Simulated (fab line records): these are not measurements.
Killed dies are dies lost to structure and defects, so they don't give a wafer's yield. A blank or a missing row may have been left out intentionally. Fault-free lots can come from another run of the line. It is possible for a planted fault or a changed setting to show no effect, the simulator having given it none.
Chamber matching || flow n5_finfet || 4 sister chambers for N5_GATE_CUT_DESCUM_18 on rie_diel-04
The step chemistry O2, time 7 s. 24 wafers are shown with their chamber, then 12 later ones without.

## WAFERS, EACH WITH ITS CHAMBER
{"wafer": "L077.1", "chamber": 1, "throttle_valve_pct (%)": 20.21, "drypump_motor_current_A (A)": 6.5, "showerhead_plenum_p_Torr (Torr)": 2.13}
{"wafer": "L077.3", "chamber": 2, "throttle_valve_pct (%)": 20.86, "drypump_motor_current_A (A)": 6.2, "showerhead_plenum_p_Torr (Torr)": 2.17}
{"wafer": "L077.5", "chamber": 2, "throttle_valve_pct (%)": 20.86, "drypump_motor_current_A (A)": 6.1, "showerhead_plenum_p_Torr (Torr)": 2.17}
{"wafer": "L078.2", "chamber": 2, "throttle_valve_pct (%)": 20.87, "drypump_motor_current_A (A)": 6.1, "showerhead_plenum_p_Torr (Torr)": 2.17}
{"wafer": "L078.4", "chamber": 3, "throttle_valve_pct (%)": 20.27, "drypump_motor_current_A (A)": 5.2, "showerhead_plenum_p_Torr (Torr)": 2.17}
{"wafer": "L078.5", "chamber": 2, "throttle_valve_pct (%)": 20.84, "drypump_motor_current_A (A)": 6.1, "showerhead_plenum_p_Torr (Torr)": 2.17}
{"wafer": "L079.3", "chamber": 1, "throttle_valve_pct (%)": 20.19, "drypump_motor_current_A (A)": 6.5, "showerhead_plenum_p_Torr (Torr)": 2.13}
{"wafer": "L079.4", "chamber": 3, "throttle_valve_pct (%)": 20.27, "drypump_motor_current_A (A)": 5.3, "showerhead_plenum_p_Torr (Torr)": 2.17}
{"wafer": "L079.6", "chamber": 3, "throttle_valve_pct (%)": 20.27, "drypump_motor_current_A (A)": 5.3, "showerhead_plenum_p_Torr (Torr)": 2.17}
{"wafer": "L082.2", "chamber": 3, "throttle_valve_pct (%)": 20.29, "drypump_motor_current_A (A)": 5.3, "showerhead_plenum_p_Torr (Torr)": 2.17}
{"wafer": "L082.4", "chamber": 1, "throttle_valve_pct (%)": 20.21, "drypump_motor_current_A (A)": 6.5, "showerhead_plenum_p_Torr (Torr)": 2.13}
{"wafer": "L082.6", "chamber": 2, "throttle_valve_pct (%)": 20.86, "drypump_motor_current_A (A)": 6.1, "showerhead_plenum_p_Torr (Torr)": 2.17}
{"wafer": "L084.1", "chamber": 1, "throttle_valve_pct (%)": 20.21, "drypump_motor_current_A (A)": 6.5, "showerhead_plenum_p_Torr (Torr)": 2.13}
{"wafer": "L084.3", "chamber": 0, "throttle_valve_pct (%)": 21.03, "drypump_motor_current_A (A)": 5.5, "showerhead_plenum_p_Torr (Torr)": 2.08}
{"wafer": "L084.4", "chamber": 3, "throttle_valve_pct (%)": 20.30, "drypump_motor_current_A (A)": 5.3, "showerhead_plenum_p_Torr (Torr)": 2.17}
{"wafer": "L086.1", "chamber": 2, "throttle_valve_pct (%)": 20.88, "drypump_motor_current_A (A)": 6.1, "showerhead_plenum_p_Torr (Torr)": 2.16}
{"wafer": "L086.2", "chamber": 1, "throttle_valve_pct (%)": 20.23, "drypump_motor_current_A (A)": 6.5, "showerhead_plenum_p_Torr (Torr)": 2.13}
{"wafer": "L086.5", "chamber": 2, "throttle_valve_pct (%)": 20.89, "drypump_motor_current_A (A)": 6.2, "showerhead_plenum_p_Torr (Torr)": 2.16}
{"wafer": "L088.2", "chamber": 3, "throttle_valve_pct (%)": 20.28, "drypump_motor_current_A (A)": 5.3, "showerhead_plenum_p_Torr (Torr)": 2.16}
{"wafer": "L088.3", "chamber": 0, "throttle_valve_pct (%)": 21.05, "drypump_motor_current_A (A)": 5.6, "showerhead_plenum_p_Torr (Torr)": 2.08}
{"wafer": "L088.5", "chamber": 2, "throttle_valve_pct (%)": 20.89, "drypump_motor_current_A (A)": 6.1, "showerhead_plenum_p_Torr (Torr)": 2.16}
{"wafer": "L090.1", "chamber": 3, "throttle_valve_pct (%)": 20.31, "drypump_motor_current_A (A)": 5.3, "showerhead_plenum_p_Torr (Torr)": 2.16}
{"wafer": "L090.5", "chamber": 1, "throttle_valve_pct (%)": 20.24, "drypump_motor_current_A (A)": 6.5, "showerhead_plenum_p_Torr (Torr)": 2.13}
{"wafer": "L090.6", "chamber": 2, "throttle_valve_pct (%)": 20.91, "drypump_motor_current_A (A)": 6.1, "showerhead_plenum_p_Torr (Torr)": 2.16}

SIGNATURES, as means of the wafers listed above
{"reading": "throttle_valve_pct", "chamber 0": 21.0400, "chamber 1": 20.2150, "chamber 2": 20.8733, "chamber 3": 20.2843, "scatter within a chamber": 0.0186}
{"reading": "drypump_motor_current_A", "chamber 0": 5.550, "chamber 1": 6.500, "chamber 2": 6.122, "chamber 3": 5.286, "scatter within a chamber": 0.0382}
{"reading": "showerhead_plenum_p_Torr", "chamber 0": 2.0800, "chamber 1": 2.1300, "chamber 2": 2.1656, "chamber 3": 2.1671, "scatter within a chamber": 0.00427}
Rule: for a wafer and a chamber, the distance is found by dividing, reading by reading, the gap between the wafer's reading and the chamber's mean by the reading's scatter, squaring, summing and taking the root. If the next closest chamber is less than 2 further off than the closest, the wafer can't be placed; otherwise it belongs to the closest. The scatter is the square root of a quotient: the sum, over the shown wafers, of each reading's squared deviation from its chamber's mean, divided by wafers minus chambers.

## WAFERS MISSING THEIR CHAMBER
{"wafer": "L093.3", "throttle_valve_pct (%)": 20.31, "drypump_motor_current_A (A)": 5.2, "showerhead_plenum_p_Torr (Torr)": 2.16}
{"wafer": "L093.4", "throttle_valve_pct (%)": 20.24, "drypump_motor_current_A (A)": 6.5, "showerhead_plenum_p_Torr (Torr)": 2.12}
{"wafer": "L093.5", "throttle_valve_pct (%)": 20.32, "drypump_motor_current_A (A)": 5.3, "showerhead_plenum_p_Torr (Torr)": 2.16}
{"wafer": "L094.4", "throttle_valve_pct (%)": 20.31, "drypump_motor_current_A (A)": 5.3, "showerhead_plenum_p_Torr (Torr)": 2.16}
{"wafer": "L094.5", "throttle_valve_pct (%)": 20.91, "drypump_motor_current_A (A)": 6.1, "showerhead_plenum_p_Torr (Torr)": 2.16}
{"wafer": "L094.6", "throttle_valve_pct (%)": 20.24, "drypump_motor_current_A (A)": 6.5, "showerhead_plenum_p_Torr (Torr)": 2.12}
{"wafer": "L095.1", "throttle_valve_pct (%)": 20.32, "drypump_motor_current_A (A)": 5.3, "showerhead_plenum_p_Torr (Torr)": 2.16}
{"wafer": "L095.5", "throttle_valve_pct (%)": 20.32, "drypump_motor_current_A (A)": 5.3, "showerhead_plenum_p_Torr (Torr)": 2.16}
{"wafer": "L095.6", "throttle_valve_pct (%)": 20.90, "drypump_motor_current_A (A)": 6.1, "showerhead_plenum_p_Torr (Torr)": 2.16}
{"wafer": "L097.1", "throttle_valve_pct (%)": 20.66, "drypump_motor_current_A (A)": 5.6, "showerhead_plenum_p_Torr (Torr)": 2.07}
{"wafer": "L097.4", "throttle_valve_pct (%)": 20.31, "drypump_motor_current_A (A)": 5.3, "showerhead_plenum_p_Torr (Torr)": 2.16}
{"wafer": "L097.5", "throttle_valve_pct (%)": 20.34, "drypump_motor_current_A (A)": 5.3, "showerhead_plenum_p_Torr (Torr)": 2.16}

## THE CHAMBER EACH PASSED THROUGH
{"wafer": "L093.3", "from the rows above": 3, "in truth": 3}
{"wafer": "L093.4", "from the rows above": 1, "in truth": 1}
{"wafer": "L093.5", "from the rows above": 3, "in truth": 3}
{"wafer": "L094.4", "from the rows above": 3, "in truth": 3}
{"wafer": "L094.5", "from the rows above": 2, "in truth": 2}
{"wafer": "L094.6", "from the rows above": 1, "in truth": 1}
{"wafer": "L095.1", "from the rows above": 3, "in truth": 3}
{"wafer": "L095.5", "from the rows above": 3, "in truth": 3}
{"wafer": "L095.6", "from the rows above": 2, "in truth": 2}
{"wafer": "L097.1", "from the rows above": 0, "in truth": 0}
{"wafer": "L097.4", "from the rows above": 3, "in truth": 3}
{"wafer": "L097.5", "from the rows above": 3, "in truth": 3}
12 of 12 placed correctly. Left unplaced by these rows: 0. Number placed wrongly: 0.
